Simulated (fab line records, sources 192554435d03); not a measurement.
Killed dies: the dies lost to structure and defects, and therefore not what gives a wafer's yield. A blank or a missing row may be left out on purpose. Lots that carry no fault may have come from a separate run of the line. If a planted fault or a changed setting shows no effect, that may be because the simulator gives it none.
The same fault as seen by 2 desks	flow n5 finfet	each desk has only its own numbers; what lay behind them comes last

FOR THE TOOL OWNER'S DESK: ald metal-01
The tool's own readings at N5_BEOL_M4_ALD_84 (deposits TaN, pulse time 2 s, purge time 3 s, co reactant purge time 2 s): means of the sampled wafers that have a number, for each lot that ran on this tool. The brackets show how far a lot's mean lies from the usual mean; more than 4 standard deviations puts the lot out of limits, marked OUT.
Columns: A = heater power w at N5_BEOL_M4_ALD_84, usual 415 W
lot	first seen here	A
L792	day 8 14:13	437
L794	day 9 02:58	421
L796	day 9 06:13	389
L810	day 14 09:11	428
L800	day 14 09:45	396
This desk's verdict: no lot among the 5 shows anything out of limits.

AT THE METROLOGY DESK
What the gauges read for every lot (on any tool): the sampled wafers with a number, averaged. The brackets show how far a lot's mean lies from the usual mean; more than 4 standard deviations puts the lot out of limits, marked OUT. Readings shown: 7 of its 10, picked as those furthest out on some lot.
Columns: A = IOFF_N at N5_BEOL_M4_RC_MEAS_101, usual 0.16 nA/um; B = IOFF_P at N5_BEOL_M4_RC_MEAS_101, usual 0.21 nA/um; C = ION_N at N5_BEOL_M4_RC_MEAS_101, usual 675 uA/um; D = ION_P at N5_BEOL_M4_RC_MEAS_101, usual 464 uA/um; E = SS_P at N5_BEOL_M4_RC_MEAS_101, usual 73.3 mV/dec; F = VT_N at N5_BEOL_M4_RC_MEAS_101, usual 250 mV; G = VT_P at N5_BEOL_M4_RC_MEAS_101, usual -250 mV
lot	first seen here	A	B	C	D	E	F	G
L790	day 8 06:11	0.14	0.16	658	450	72.8	253	-255
L792	day 8 18:02	0.14	0.19	662	455	72.9	253	-253
L793	day 9 00:40	0.14	0.21	673	473	72.6	249	-248
L794	day 9 06:25	0.19	0.23	694	474	74.4	247	-247
L796	day 9 10:14	0.12	0.19	668	463	72.3	255	-250
L799	day 13 07:37	0.18	0.25	680	464	73.6	249	-249
L801	day 14 08:04	0.17	0.22	674	466	73.9	252	-250
L807	day 14 09:01	0.18	0.23	678	465	73.8	247	-248
L810	day 14 12:35	0.14	0.21	675	466	72.6	252	-249
L800	day 14 14:58	0.17	0.23	682	469	73.0	247	-247
L811	day 15 04:40	0.15	0.21	667	458	73.5	251	-249
This desk's verdict: no lot among the 11 shows anything out of limits.

PUT TOGETHER
Nothing out of limits was seen by the tool owner's desk.
From the metrology desk's view, nothing was out of limits.

WHAT THE SIMULATOR HAD INSERTED
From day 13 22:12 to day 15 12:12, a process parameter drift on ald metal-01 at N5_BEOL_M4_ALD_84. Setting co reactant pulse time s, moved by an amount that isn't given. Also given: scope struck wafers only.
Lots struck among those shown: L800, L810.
